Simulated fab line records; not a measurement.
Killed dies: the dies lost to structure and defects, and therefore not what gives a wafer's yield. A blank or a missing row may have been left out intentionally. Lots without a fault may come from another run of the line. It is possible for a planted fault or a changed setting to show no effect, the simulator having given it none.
Lot-split experiment | flow n5-finfet | 21 wafers read across 7 lots, on a route 1938 steps long

THE SPLIT ITSELF
At N5_ZERO_LAYER_ETCH_18 (etches Si in HBr/Cl2, target depth 120 nm, time 40 s), the setting icp-w was moved away from the recipe's 800 W on 9 of the 21 wafers read, by -17.3% to +15.8%. For the rest of the wafers, this setting stayed at what the recipe calls for.

Reading taken at the split's own step.

THE READING
ZERO_LAYER.feature-depth-nm (the simulator's own value, which no gauge read), in nm, at N5_ZERO_LAYER_ETCH_18 (etches Si in HBr/Cl2, target depth 120 nm, time 40 s). No usual value for it is given in the file. Across the 12 wafers here that went through the recipe, the average is 118.8 nm and the standard deviation 2.5 nm.

wafer  | tool, chamber at the split | icp-w as run, W | against the recipe | ZERO_LAYER.feature-depth-nm, nm | against lot-mates on the recipe
L076.1 | rie-si-03, 1               | 800             | recipe             | 118.6                           | -
L076.3 | rie-si-03, 2               | 800             | recipe             | 122.9                           | -
L076.5 | rie-si-03, 3               | 800             | recipe             | 118.7                           | -
L077.2 | rie-si-02, 3               | 669.9           | -16.3%             | 110.7                           | -12.5
L077.3 | rie-si-02, 0               | 669.9           | -16.3%             | 112.7                           | -10.5
L077.4 | rie-si-02, 2               | 800             | recipe             | 123.2                           | -
L080.1 | rie-si-03, 3               | 926.4           | +15.8%             | 126.8                           | +7.4
L080.3 | rie-si-03, 0               | 800             | recipe             | 120.6                           | -
L080.6 | rie-si-03, 1               | 800             | recipe             | 118.3                           | -
L085.1 | rie-si-01, 2               | 800             | recipe             | 116.6                           | -
L085.3 | rie-si-01, 0               | 737.4           | -7.8%              | 113.6                           | -3.3
L085.6 | rie-si-01, 0               | 800             | recipe             | 117.2                           | -
L088.2 | rie-si-01, 3               | 800             | recipe             | 120.8                           | -
L088.4 | rie-si-01, 2               | 800             | recipe             | 115.1                           | -
L088.6 | rie-si-01, 1               | 661.2           | -17.3%             | 109.4                           | -8.5
L093.3 | rie-si-01, 0               | 800             | recipe             | 115.5                           | -
L093.4 | rie-si-01, 2               | 882.7           | +10.3%             | 119.4                           | +3.9
L093.6 | rie-si-01, 1               | 882.7           | +10.3%             | 122.9                           | +7.4
L095.1 | rie-si-03, 3               | 800             | recipe             | 118.2                           | -
L095.2 | rie-si-03, 1               | 759.1           | -5.1%              | 116.1                           | -2.1
L095.4 | rie-si-03, 0               | 759.1           | -5.1%              | 119.3                           | +1.1

FIT RESULTS
A straight line over all 21 wafers: ZERO_LAYER.feature-depth-nm changes by +0.437 nm for each +1% of icp-w; r = +0.84; the points scatter about the line by 2.4 nm.
The same after taking each lot's own level away (the mean of its wafers on the recipe; 21 wafers): +0.559 nm for each +1%; r = +0.92; scatter 1.9 nm.
On that fit, the largest move of icp-w shifts the reading by 9.7 nm.
The span of the lots' own levels, 115.50 to 123.20 nm, comes to 3.1 times the standard deviation stated above.
In other words, the slope is changed by the lot-to-lot level; the two fits disagree.
Check: for one of the wafers moved furthest among these (-17.3%), held out of the fit, the line's prediction against its lot-mates is -10 nm. It came out at -8.55 nm against them.

THE WHOLE CHAIN: every reading that the file lists as answering this split, in the file's order
step                  | what it does                                         | reading                                                                      | change (the file's fit)               | r (the file's)
N5_ZERO_LAYER_ETCH_18 | etches Si in HBr/Cl2, target depth 120 nm, time 40 s | etch.depth-nm (the simulator's own value, which no gauge read)               | +0.533 nm for each +1% of the setting | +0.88
N5_ZERO_LAYER_ETCH_18 | etches Si in HBr/Cl2, target depth 120 nm, time 40 s | ZERO_LAYER.feature-depth-nm (the simulator's own value, which no gauge read) | +0.533 nm for each +1% of the setting | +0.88

THE FILE'S OWN FIT
ZERO_LAYER.feature-depth-nm changes by +0.533 nm for each +1% of icp-w, r = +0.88.
